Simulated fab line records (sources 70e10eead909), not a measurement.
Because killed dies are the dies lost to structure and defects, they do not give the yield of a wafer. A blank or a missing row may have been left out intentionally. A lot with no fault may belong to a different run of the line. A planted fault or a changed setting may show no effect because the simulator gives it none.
Code-filled problem report in 8D (eight disciplines) form    flow nand-harc    the parts of the form that need people (team, actions taken, sign-off) are left out

== 1. WHAT WENT WRONG ==
thk-nm at NHARC_A_ONON_D2_THK_MEAS_21 reads a mean of 1586 nm on 1 wafer of 1 lot; wafers without a fault read 1002 nm with a standard deviation of 10. That puts it +58 standard deviations away from the usual mean.
The step: measures by ellipsometry.
Earliest sighting: wafer L535.1 on film-metro-01 at day 19 02:01. The record has a number at this step for 39 wafers belonging to 13 lots. Rule for "out" (also "out of limits"): further than 4 standard deviations from the usual mean. Any other wafer with a number is counted as sound.

== 2. WHAT THIS IS AND IS NOT ==
question                     is                 is not
which readings at this step  thk-nm             -
which lots                   L535               L523, L524, L525, L526, L527, L528, L531, L532, L533, L536, L543, L544
which wafers of those lots   L535.1             L535.2, L535.6
read on which gauges         film-metro-01      film-metro-02
when                         from day 19 02:01  up to then (32 sound wafers); but 6 sound wafers of L543, L544 came after

== 3. WHAT RULES OUT EACH SUSPECT ==
Counting: a tool at a process step up to the reading stays a suspect if it ran every lot that is out. Sound lots after the first of them don't rule it out here, since some wafers of a struck lot are sound.
- the gauge at NHARC_A_ONON_D2_THK_MEAS_21: ruled out. All the wafers that are out were read on film-metro-01, but those of them that NHARC_END_SORT_01 has rows for are out there too, on other tools.
- xsem-01 at NHARC_A_CHANNEL_HOLE_D1_XSEM_31: kept. It ran the lot that is out, L535 (day 15 03:03); its last sound lot up to then is L533 (day 13 14:40).
- pecvd-onon-04 at NHARC_A_ONON_D2_DEP_19 (target thk 1000 nm): kept. It ran the lot that is out, L535 (day 19 01:31); its last sound lot up to then is L532 (day 17 08:43).
The count leaves pecvd-onon-04 at NHARC_A_ONON_D2_DEP_19 and xsem-01 at NHARC_A_CHANNEL_HOLE_D1_XSEM_31.

== 4. THE CAUSE (what the simulator had put in) ==
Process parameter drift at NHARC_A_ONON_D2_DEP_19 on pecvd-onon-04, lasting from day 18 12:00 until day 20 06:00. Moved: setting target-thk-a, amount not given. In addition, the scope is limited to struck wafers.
After counting, 2 suspects remain, this tool included.

== 5. THE CHAIN OF EFFECTS, in route order ==
Each row: a reading where the mean over the struck wafers with a number is more than 3 standard deviations away from the usual. Readings are gone through only where the record gives a usual standard deviation; hours: the median, over the lots, of the time from a lot's start at the first step in this table giving one to that lot's start at this step; sigmas: the change measured in usual standard deviations.
hours  step                         reading          usual    on struck wafers  change  sigmas
0      NHARC_A_ONON_D2_THK_MEAS_21  thk-nm           1002 nm  1586              +584    +58
272    NHARC_END_SORT_01            killed-at-array  46       676               +630    +39
272    NHARC_END_SORT_01            killed-dies      51       677               +626    +37

== 6. HOW IT WOULD HAVE BEEN CAUGHT EARLIER ==
14 hours passed between the start of the fault at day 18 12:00 and the first reading out of limits at a measuring or inspecting step in this record, taken at day 19 02:01.
No tool reading at NHARC_A_ONON_D2_DEP_19 that has a usual standard deviation in the record was out on any struck wafer, so an alarm limit of 4 standard deviations on those readings would not have fired.
The start of NHARC_A_ONON_D2_DEP_19 on pecvd-onon-04 came by day 19 02:01 for every one of the lots that are out (1). Had the tool been put on hold then, not one of them would have been saved.
